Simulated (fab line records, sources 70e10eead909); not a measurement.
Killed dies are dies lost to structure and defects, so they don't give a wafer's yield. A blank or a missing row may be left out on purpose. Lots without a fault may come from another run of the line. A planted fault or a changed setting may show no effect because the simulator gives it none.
Which tool did it? | flow nand_harc | 7 lots, 21 wafers sampled, at 4 steps of a route of 1159

WHAT THE GAUGES READ, wafer by wafer
NHARC_END_SORT_01.
lot  | measured     | on        | killed_dies
L430 | day 19 09:19 | prober-01 | 18 26 24
L429 | day 19 20:50 | prober-02 | 29 21 38
L434 | day 20 19:25 | prober-02 | 25 25 25
L437 | day 21 13:59 | prober-02 | 28 30 35
L438 | day 22 00:27 | prober-02 | 29 27 29
L448 | day 25 04:08 | prober-02 | 45 58 48
L451 | day 26 03:01 | prober-01 | 40 30 44

WHICH TOOL RAN EACH LOT (tool, then ch and the chambers of the sampled wafers, then the start)
lot  | NHARC_A_CONTACT_ETCH_139             | NHARC_THIN_TSV_DEP_47           | NHARC_THIN_TSV_STRIP_62
L430 | har_cap_etch-02 ch 0,1, day 17 08:35 | pecvd-02 ch 0,1, day 18 18:44   | plasma_asher-01 ch 0,1, day 18 19:35
L429 | har_cap_etch-01 ch 0,1, day 17 14:08 | pecvd-01 ch 0,1, day 19 07:59   | plasma_asher-01 ch 0,1, day 19 08:46
L434 | har_cap_etch-01 ch 0,1, day 17 19:51 | pecvd-03 ch 0,1,2, day 19 11:29 | plasma_asher-02 ch 0,1, day 19 12:14
L437 | har_cap_etch-01 ch 0,1, day 19 10:59 | pecvd-02 ch 0,1,2, day 21 00:59 | plasma_asher-01 ch 0,1, day 21 01:47
L438 | har_cap_etch-03 ch 0,1, day 19 18:55 | pecvd-03 ch 0,1,2, day 21 10:10 | plasma_asher-02 ch 0,1, day 21 10:52
L448 | har_cap_etch-03 ch 0, day 21 06:20   | pecvd-02 ch 0,1, day 23 00:54   | plasma_asher-02 ch 1, day 23 01:47
L451 | har_cap_etch-02 ch 0,1, day 22 14:05 | pecvd-03 ch 0,1,2, day 24 05:20 | plasma_asher-01 ch 0,1, day 24 06:11
- NHARC_A_CONTACT_ETCH_139: etches the open film in C4F8/O2/Ar, time 137 s, target depth 590 nm.
- NHARC_THIN_TSV_DEP_47: deposits SiO2, target thk 200 nm.
- NHARC_THIN_TSV_STRIP_62: strips in N2/H2, time 20 s.

THE ANSWER, worked out from the rows above alone
Rule: what is usual is taken from the lots themselves. Put in order of their means at a reading, lots are off if they are a third of the lots or fewer, leave a main group of 4 or more, and stand apart from it by a gap of 3 or more times the standard deviation of the main group's means; of several such gaps the widest counts. A main group whose means are all the same, to the digits that the tables above print for the reading, isn't used. A lot without any number at a reading at which 4 lots or more have one is off too. The other lots that the step has rows for count as sound.
No lot is off at any reading shown: from this, nothing can be told.

WHAT THE SIMULATOR HAD PUT IN
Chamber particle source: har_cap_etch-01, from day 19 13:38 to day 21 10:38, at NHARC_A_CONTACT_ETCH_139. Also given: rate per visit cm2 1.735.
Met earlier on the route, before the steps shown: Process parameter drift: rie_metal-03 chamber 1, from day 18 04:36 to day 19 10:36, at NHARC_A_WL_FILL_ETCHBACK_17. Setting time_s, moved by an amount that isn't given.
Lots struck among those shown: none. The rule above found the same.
